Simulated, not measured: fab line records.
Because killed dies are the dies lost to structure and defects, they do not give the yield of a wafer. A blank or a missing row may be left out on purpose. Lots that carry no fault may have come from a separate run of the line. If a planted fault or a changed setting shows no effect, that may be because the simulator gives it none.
Which tool did it? :: flow nand harc :: 18 wafers from 6 lots sampled at 3 of the route's 1159 steps

== WHAT EACH GAUGE READ, for each wafer ==
NHARC_END_SORT_01.
lot: L735
measured: day 20 01:05
on: prober-01
sort_bin_2_pct (%): 0.4 0.1 0.6

lot: L738
measured: day 21 09:58
on: prober-02
sort_bin_2_pct (%): 0.9 1.6 0.9

lot: L744
measured: day 22 01:51
on: prober-02
sort_bin_2_pct (%): 1.9 96.2 1.5

lot: L745
measured: day 22 13:22
on: prober-02
sort_bin_2_pct (%): 0.7 0.9 98.4

lot: L749
measured: day 23 15:29
on: prober-01
sort_bin_2_pct (%): 2.1 1.6 1.8

lot: L754
measured: day 24 17:16
on: prober-02
sort_bin_2_pct (%): 1.5 1.8 2.2

== TOOL THAT RAN EACH LOT (tool first, then ch and the chambers of the sampled wafers, then the start) ==
lot: L735
NHARC_A_M1_PVD_21: pvd sputter-01, day 18 02:50
NHARC_THIN_TSV_ANNEAL_52: rtp anneal-02 ch 0, day 19 04:43

lot: L738
NHARC_A_M1_PVD_21: pvd sputter-02, day 19 19:20
NHARC_THIN_TSV_ANNEAL_52: rtp anneal-02 ch 0, day 20 22:13

lot: L744
NHARC_A_M1_PVD_21: pvd sputter-02, day 20 18:46
NHARC_THIN_TSV_ANNEAL_52: rtp anneal-02 ch 0, day 21 17:40

lot: L745
NHARC_A_M1_PVD_21: pvd sputter-02, day 21 05:07
NHARC_THIN_TSV_ANNEAL_52: rtp anneal-02 ch 0, day 22 03:42

lot: L749
NHARC_A_M1_PVD_21: pvd sputter-03, day 21 23:43
NHARC_THIN_TSV_ANNEAL_52: rtp anneal-01 ch 0, day 22 23:26

lot: L754
NHARC_A_M1_PVD_21: pvd sputter-03, day 23 05:49
NHARC_THIN_TSV_ANNEAL_52: rtp anneal-02 ch 0, day 24 05:24
- NHARC_A_M1_PVD_21: deposits Cu, target thk 30 nm, time 20.49 s.
- NHARC_THIN_TSV_ANNEAL_52: time 90 s.

== THE ANSWER, worked out from the rows above alone ==
Rule: what is usual is taken from the lots themselves. The widest of any qualifying gaps counts: lots, ordered by their means at a reading, are off when they make up no more than a third of the lots, leave a main group of 4 or more, and stand apart from it by 3 or more times the standard deviation of that group's means. The tables above print the reading to a certain number of digits; a main group whose means all agree to those digits is not used. A lot without any number at a reading at which 4 lots or more have one is off too. Where the step has rows for the other lots, those lots are counted as sound.
Off: L744, L745 (NHARC_END_SORT_01, sort_bin_2_pct). The main group has a mean of 1.3 % with a standard deviation of 0.61.
A tool fits if, at a process step before that reading, it ran every lot that is off, and no sound lot after the first of them. Those tools and the gauges at NHARC_END_SORT_01 are tried in the same way. One fits: NHARC_A_M1_PVD_21 on pvd sputter-02. A fault onset in the window from L738 (day 19 19:20, its last sound lot) to L744 (day 20 18:46, its first lot off) fits.

== WHAT HAD BEEN PUT IN BY THE SIMULATOR ==
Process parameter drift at NHARC_A_M1_PVD_21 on pvd sputter-02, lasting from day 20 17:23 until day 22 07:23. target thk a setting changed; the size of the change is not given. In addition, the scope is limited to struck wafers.
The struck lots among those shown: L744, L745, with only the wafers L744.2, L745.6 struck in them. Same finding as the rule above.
